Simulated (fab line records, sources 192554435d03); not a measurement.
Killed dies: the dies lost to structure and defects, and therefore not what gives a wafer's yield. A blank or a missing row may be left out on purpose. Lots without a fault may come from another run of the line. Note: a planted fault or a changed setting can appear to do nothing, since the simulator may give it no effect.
Chamber matching ; flow n5Finfet ; N5_SDB_CUT_ETCH_26 on rieSi-06: 4 sister chambers
The step etches Si in HBr/Cl2/O2, target depth 129.6 nm, bt time 20 s, time 51.8 s. 4 wafers are shown with their chamber, then 7 later ones without.

## WAFERS, EACH WITH ITS CHAMBER
wafer;chamber;throttleValvePct (%)
L085.3;3;37.22
L088.2;0;37.72
L088.5;1;36.74
L089.3;2;36.99

## WAFERS WHOSE CHAMBER IS MISSING
wafer;throttleValvePct (%)
L089.5;37.22
L090.2;36.75
L090.3;37.20
L090.4;37.00
L092.2;37.00
L092.5;37.21
L092.6;37.74

## CHAMBER TAKEN BY EACH
wafer;from the rows above;in truth
L089.5;3;3
L090.2;1;1
L090.3;3;3
L090.4;2;2
L092.2;2;2
L092.5;3;3
L092.6;0;0
Correct placement for 7 of the 7. Number that these rows cannot place: 0. 0 placed wrongly.
How it was worked out, from the rows above alone: a wafer's distance from a chamber is the root of the sum, over the readings, of the square of ((its reading less the chamber's mean) divided by the reading's scatter). The wafer belongs to the nearest chamber; if the next one is less than 2 further off, it can't be placed. A chamber's mean is the mean of its shown wafers. The scatter: with one shown wafer a chamber, the root of the mean of the squares of how far each hidden wafer lies from its nearest shown one.
